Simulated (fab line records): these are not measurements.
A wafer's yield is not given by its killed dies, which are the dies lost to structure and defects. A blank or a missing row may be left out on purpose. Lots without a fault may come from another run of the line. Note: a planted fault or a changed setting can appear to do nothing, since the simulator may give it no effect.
Chamber matching | flow n5 finfet | N5_BEOL_M11_VIA_ETCH_34 on rie diel-04 has 4 sister chambers
The step etches SiCOH lowk in C4F6/O2, target depth 184.5 nm, time 69.2 s. 16 wafers are shown with their chamber, then 8 later ones without.

WAFERS WITH THEIR CHAMBER
wafer  | chamber | drypump motor current A (A) | rf vpp V (V) | throttle valve pct (%)
L074.1 | 2       | 4.7                         | 644          | 20.7
L074.5 | 0       | 5.4                         | 678          | 21.0
L074.6 | 1       | 5.7                         | 678          | 20.9
L075.2 | 3       | 6.4                         | 657          | 21.2
L075.5 | 1       | 5.7                         | 678          | 20.9
L075.6 | 2       | 4.8                         | 644          | 20.7
L081.2 | 3       | 6.4                         | 657          | 21.2
L081.3 | 2       | 4.8                         | 644          | 20.7
L081.5 | 3       | 6.4                         | 658          | 21.2
L082.2 | 0       | 5.3                         | 677          | 21.1
L082.3 | 3       | 6.4                         | 658          | 21.2
L082.6 | 0       | 5.3                         | 678          | 21.1
L087.1 | 1       | 5.6                         | 678          | 20.9
L087.2 | 2       | 4.7                         | 654          | 20.3
L087.4 | 0       | 5.3                         | 678          | 21.1
L090.1 | 0       | 5.3                         | 677          | 21.1

SIGNATURES (averages over the wafers above)
reading                 | chamber 0 | chamber 1 | chamber 2 | chamber 3 | scatter within a chamber
drypump motor current A | 5.320     | 5.667     | 4.750     | 6.400     | 0.0453
rf vpp V                | 677.60    | 678.00    | 646.50    | 657.50    | 2.54
throttle valve pct      | 21.080    | 20.900    | 20.600    | 21.200    | 0.103
Rule: for a wafer and a chamber, the distance is found by dividing, reading by reading, the gap between the wafer's reading and the chamber's mean by the reading's scatter, squaring, summing and taking the root. If the next closest chamber is less than 2 further off than the closest, the wafer can't be placed; otherwise it belongs to the closest. The scatter: take each reading less its chamber's mean, square it, sum over the shown wafers, divide by the number of wafers less the number of chambers, and take the root.

WAFERS WITHOUT THEIR CHAMBER
wafer  | drypump motor current A (A) | rf vpp V (V) | throttle valve pct (%)
L090.2 | 6.4                         | 656          | 21.2
L090.6 | 4.7                         | 653          | 20.3
L091.2 | 4.8                         | 655          | 20.3
L091.3 | 5.3                         | 677          | 21.1
L091.4 | 6.4                         | 657          | 21.2
L089.2 | 5.7                         | 678          | 21.0
L089.3 | 4.8                         | 654          | 20.3
L089.6 | 5.3                         | 678          | 21.1

WHICH CHAMBER EACH ONE RAN IN
wafer  | from the rows above | in truth
L090.2 | 3                   | 3
L090.6 | 2                   | 2
L091.2 | 2                   | 2
L091.3 | 0                   | 0
L091.4 | 3                   | 3
L089.2 | 1                   | 1
L089.3 | 2                   | 2
L089.6 | 0                   | 0
8 of 8 placed correctly. Number that these rows cannot place: 0. Placed wrongly: 0.
